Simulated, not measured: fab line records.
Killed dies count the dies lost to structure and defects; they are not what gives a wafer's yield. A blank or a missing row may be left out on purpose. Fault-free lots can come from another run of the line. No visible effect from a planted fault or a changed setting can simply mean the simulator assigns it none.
Comparing a struck lot with a sound one	flow nandHarc	13 out of 1159 route steps
Sound: the wafers L299.1, L299.4, L299.5. Struck: wafers L291.1, L291.2, L291.4. At the end, the cause is stated.
Each step with rows lists, per side, the tool, then ch with its chambers, then its first start. Under that, the readings that differ: sound wafers	struck wafers	difference of the means	sigmas: that difference in standard deviations of wafers without a fault.
alike: readings with means less than 2 such deviations apart, plus words and numbers identical on both sides. not compared: withheld readings, readings lacking a value on some wafer, bounds such as >300 that could conceal the same value, and numbers that have no deviation in the record and whose values overlap.
A row with sigmas, a row that says differs or no value, or rows on one side alone: a step with any of these is where the two part. Numbers that don't overlap but have no deviation are shown without sigmas and don't part them. Lack of a reading on every wafer of one side parts them only where that side has two or more wafers.

NHARC_A_STAIRCASE_TRIM_224: chemistry O2, time 211.2 s.
  sound: rieDiel-02 ch 1,2; struck: rieDiel-02 ch 0,2,3
  alike: drypumpMotorCurrentA, oesProductAu, rfVppV, showerheadPlenumPTorr, throttleValvePct
  not compared: rfHoursCounterH
then, 2 steps without rows for these wafers: NHARC_A_STAIRCASE_ETCH_225 (etches the open film in C4F8/O2, target depth 100 nm, time 40.5 s); NHARC_A_STAIRCASE_TRIM_226 (chemistry O2, time 211.2 s).
NHARC_A_STAIRCASE_ETCH_227: etches the open film in C4F8/O2, target depth 100 nm, time 40.5 s.
  sound: rieDiel-02 ch 0,2,3; struck: rieDiel-02 ch 0,2,3
  alike: biasW, chamberPressureMTorr, oesProductAu, rfFwdPowerW, rfVppV
  not compared: rfHoursCounterH
then, 1 step without rows for these wafers: NHARC_A_STAIRCASE_TRIM_229 (chemistry O2, time 211.2 s).
NHARC_A_STAIRCASE_ETCH_230: etches the open film in C4F8/O2, target depth 100 nm, time 40.5 s.
  sound: rieDiel-02 ch 0,2,3; struck: rieDiel-02 ch 0,1,2
  alike: biasW, chamberPressureMTorr, oesProductAu, rfFwdPowerW, rfVppV
  not compared: rfHoursCounterH
then, 1 step without rows for these wafers: NHARC_A_STAIRCASE_TRIM_231 (chemistry O2, time 211.2 s).
NHARC_A_STAIRCASE_ETCH_232: etches the open film in C4F8/O2, target depth 100 nm, time 40.5 s.
  sound: rieDiel-02 ch 0,1,3; struck: rieDiel-02 ch 0,1,2
  alike: biasW, chamberPressureMTorr, oesProductAu, rfFwdPowerW, rfVppV
  not compared: rfHoursCounterH
then, 1 step without rows for these wafers: NHARC_A_STAIRCASE_TRIM_233 (chemistry O2, time 211.2 s).
NHARC_A_STAIRCASE_ETCH_234: etches the open film in C4F8/O2, target depth 100 nm, time 40.5 s.
  sound: rieDiel-02 ch 0,1,3; struck: rieDiel-02 ch 0,1,3
  alike: biasW, chamberPressureMTorr, oesProductAu, rfFwdPowerW, rfVppV
  not compared: rfHoursCounterH
then, 1 step without rows for these wafers: NHARC_A_STAIRCASE_TRIM_235 (chemistry O2, time 211.2 s).
NHARC_A_STAIRCASE_ETCH_236: etches the open film in C4F8/O2, target depth 100 nm, time 40.5 s.
  sound on rieDiel-02 ch 0,1, day 15 19:23; struck on rieDiel-02 ch 0,2,3, day 15 06:48
  no value came back on the struck wafers for any of 6 readings (biasW (W), chamberPressureMTorr (mTorr) and others); on the sound wafers biasW (W) reads 1001.9 997.7 999.2
  not compared: rfHoursCounterH
-- record jumps: 8 days between struck wafers' starts before vs after; left off in module A_STAIRCASE, resumes in module END, first step shown is number 1159 of the route --
NHARC_END_SORT_01:
  only the struck wafers appear in the record here, on prober-01 ch 0 at day 23 02:06; the sound ones have no rows

## WHERE THEY PART
At NHARC_A_STAIRCASE_ETCH_236 first; at NHARC_END_SORT_01 last (within this record only).

WHY: the cause the simulator had injected
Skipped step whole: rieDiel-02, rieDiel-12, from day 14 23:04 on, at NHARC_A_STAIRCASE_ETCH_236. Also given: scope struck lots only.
